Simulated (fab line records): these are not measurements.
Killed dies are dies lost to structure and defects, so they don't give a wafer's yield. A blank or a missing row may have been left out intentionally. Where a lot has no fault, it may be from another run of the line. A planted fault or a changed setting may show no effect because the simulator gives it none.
Problem report in the 8D (eight disciplines) form, filled by code -- flow n5-finfet -- the parts of the form that need people (team, actions taken, sign-off) are left out

## 1. THE ISSUE
Mean M5_ILD_THK at N5_BEOL_M5_THK_MEAS_01: 41.1 nm over 6 wafers in 2 lots; fault-free wafers: 120.8 nm, standard deviation 1.5. That puts it -53 standard deviations away from the usual mean.
The first sign was on wafer L456.3 at day 14 03:41, on film-metro-01. At this step, 30 wafers from 10 lots have a number in the record. Rule for "out", or "out of limits": more than 4 standard deviations from the usual mean. All remaining wafers that have a number are taken as sound.

## 2. WHAT THIS IS AND IS NOT
question,is,is not
which readings at this step,M5_ILD_THK,-
which lots,"L456, L457","L438, L440, L441, L445, L448, L451, L453, L454"
which wafers of those lots,all that have a number,-
read on which gauges,"film-metro-01, film-metro-02",-
when,from day 14 03:41,up to then (24 sound wafers)

## 3. THE SUSPECTS, EACH WITH WHAT RULES IT OUT
Counting: a tool at any process step up to the reading remains a suspect when it ran all the lots that are out and ran no sound lot after the first of those.
- the gauge at N5_BEOL_M5_THK_MEAS_01 is ruled out. The wafers that are out were read on 2 gauges (film-metro-01, film-metro-02).
- pvd-sputter-01 at N5_BEOL_M4_SPUTTER_92 (material Cu, target thk 4.5 nm, time 8.29 s): kept. It ran every lot that is out, first L456 (day 14 00:07), and no sound lot after that; its last sound lot up to then is L453 (day 13 16:04).
- pvd-sputter-01 at N5_BEOL_M4_SPUTTER_96 (material Cu, target thk 4.5 nm, time 8.29 s): kept. It ran every lot that is out, first L456 (day 14 00:34), and no sound lot after that; its last sound lot up to then is L453 (day 13 16:31).
- pecvd-01 at N5_BEOL_M5_ILD_DEP_00 (deposits SiCOH lowk from DEMS/porogen, target thk 140.64 nm, time 25.9 s): kept. It ran every lot that is out, first L456 (day 14 02:38), and no sound lot after that; its last sound lot up to then is L453 (day 13 18:34).
The count leaves pvd-sputter-01 at N5_BEOL_M4_SPUTTER_92, pvd-sputter-01 at N5_BEOL_M4_SPUTTER_96, and pecvd-01 at N5_BEOL_M5_ILD_DEP_00.

## 4. THE CAUSE (what the simulator had put in)
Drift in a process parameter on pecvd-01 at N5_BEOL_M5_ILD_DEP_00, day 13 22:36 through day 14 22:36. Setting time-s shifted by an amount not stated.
3 suspects survive the count, and this tool is in that group.

## 5. SEQUENCE OF EFFECTS, ordered by route
Each row: a reading where the mean over the struck wafers with a number is more than 3 standard deviations away from the usual. Only readings for which the record gives a usual standard deviation are gone through. hours: the time from each lot's start at the first step in this table that gives one to its start at this step, as a median over the lots. sigmas: the change in usual standard deviations.
hours,step,reading,usual,on struck wafers,change,sigmas
0,N5_BEOL_M5_THK_MEAS_01,M5_ILD_THK,120.8 nm,41.1,-79.7,-53
101,N5_PASSIVATION_PROBE_49,defect-limited-yield,91.3 %,0.0,-91.3,-65
101,N5_PASSIVATION_PROBE_49,killed_at_M4_up,14,1082,+1068,+99 or more
101,N5_PASSIVATION_PROBE_49,killed-dies,103,1180,+1077,+63
101,N5_PASSIVATION_PROBE_49,killed-on-rim,13,152,+139,+32
101,N5_PASSIVATION_PROBE_49,sort-n-pass,1077,0,-1077,-63
101,N5_PASSIVATION_PROBE_49,sort-yield-pct,91.2 %,0.0,-91.2,-65
It contains these process steps:
- N5_PASSIVATION_PROBE_49

## 6. WHAT WOULD HAVE CAUGHT IT SOONER
In this record the first reading out of limits at a measuring or inspecting step was taken at day 14 03:41, 5 hours after the fault began at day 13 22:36.
An alarm limit of 4 standard deviations would not have fired on the tool readings at N5_BEOL_M5_ILD_DEP_00 for which the record gives a usual standard deviation, since none of them was out on any struck wafer.
Among the 2 lots that are out, L457 began N5_BEOL_M5_ILD_DEP_00 on pecvd-01 after day 14 03:41. A tool hold placed at that time would have kept it from harm.
